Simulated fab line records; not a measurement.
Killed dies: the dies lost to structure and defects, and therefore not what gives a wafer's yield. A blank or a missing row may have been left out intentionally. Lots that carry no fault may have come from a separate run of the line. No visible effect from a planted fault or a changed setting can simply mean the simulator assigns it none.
Matching of chambers + flow nand harc + NHARC_A_WL_FILL_ALD_02 on ald metal-03 has 4 sister chambers
The step deposits TiN, target thk 2 nm, pulse time 3 s, ald cycles 100. 18 wafers are shown with their chamber, then 9 later ones without.

== WAFERS WITH THEIR CHAMBER ==
| wafer  | chamber | heater power w (W) | heater power outer w (W) | precursor pulse height rel |
|--------|---------|--------------------|--------------------------|----------------------------|
| L074.1 | 3       | 1110               | 733                      | 1.016                      |
| L074.2 | 2       | 865                | 591                      | 1.011                      |
| L074.5 | 1       | 1112               | 709                      | 1.013                      |
| L077.3 | 0       | 1094               | 637                      | 0.976                      |
| L077.4 | 3       | 1111               | 749                      | 1.014                      |
| L077.6 | 3       | 1113               | 751                      | 0.960                      |
| L081.1 | 1       | 1119               | 710                      | 1.047                      |
| L081.2 | 2       | 884                | 593                      | 1.003                      |
| L081.4 | 3       | 1115               | 737                      | 1.042                      |
| L083.1 | 1       | 1128               | 723                      | 0.969                      |
| L083.3 | 2       | 887                | 569                      | 0.970                      |
| L083.5 | 3       | 1145               | 757                      | 1.015                      |
| L085.1 | 2       | 914                | 571                      | 0.996                      |
| L085.4 | 3       | 1151               | 730                      | 1.011                      |
| L085.5 | 2       | 891                | 592                      | 0.994                      |
| L086.1 | 0       | 1086               | 655                      | 0.994                      |
| L086.4 | 3       | 1134               | 754                      | 0.988                      |
| L086.6 | 0       | 1085               | 649                      | 0.956                      |

SIGNATURES, as means of the wafers listed above
| reading                    | chamber 0 | chamber 1 | chamber 2 | chamber 3 | scatter within a chamber |
|----------------------------|-----------|-----------|-----------|-----------|--------------------------|
| heater power w             | 1088.33   | 1119.67   | 888.20    | 1125.57   | 15.2                     |
| heater power outer w       | 647.00    | 714.00    | 583.20    | 744.43    | 10.6                     |
| precursor pulse height rel | 0.97533   | 1.00967   | 0.99480   | 1.00657   | 0.025                    |
Rule: a wafer's distance from a chamber is the root of the sum, over the readings, of the square of ((its reading less the chamber's mean) divided by the reading's scatter). If the next closest chamber is less than 2 further off than the closest, the wafer can't be placed; otherwise it belongs to the closest. How the scatter is found: for the shown wafers, subtract from each reading the mean of its chamber, square and add these, divide the total by (wafers less chambers), then take the root.

== WAFERS WITHOUT THEIR CHAMBER ==
| wafer  | heater power w (W) | heater power outer w (W) | precursor pulse height rel |
|--------|--------------------|--------------------------|----------------------------|
| L089.1 | 915                | 599                      | 1.015                      |
| L089.2 | 1111               | 717                      | 0.982                      |
| L089.5 | 1127               | 711                      | 0.965                      |
| L092.1 | 1141               | 719                      | 1.007                      |
| L092.3 | 1094               | 657                      | 1.011                      |
| L092.4 | 1120               | 766                      | 0.997                      |
| L096.2 | 1115               | 751                      | 0.979                      |
| L096.4 | 1068               | 663                      | 0.969                      |
| L096.5 | 1093               | 655                      | 0.973                      |

== EACH ONE'S CHAMBER ==
| wafer  | from the rows above     | in truth |
|--------|-------------------------|----------|
| L089.1 | 2                       | 2        |
| L089.2 | can't be placed: 1 or 3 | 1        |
| L089.5 | can't be placed: 1 or 3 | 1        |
| L092.1 | can't be placed: 1 or 3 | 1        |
| L092.3 | 0                       | 0        |
| L092.4 | 3                       | 3        |
| L096.2 | 3                       | 3        |
| L096.4 | 0                       | 0        |
| L096.5 | 0                       | 0        |
Correct placement for 6 of the 9. Unplaceable from these rows: 3, with the true chamber sitting among the candidates in 3. Number placed wrongly: 0.
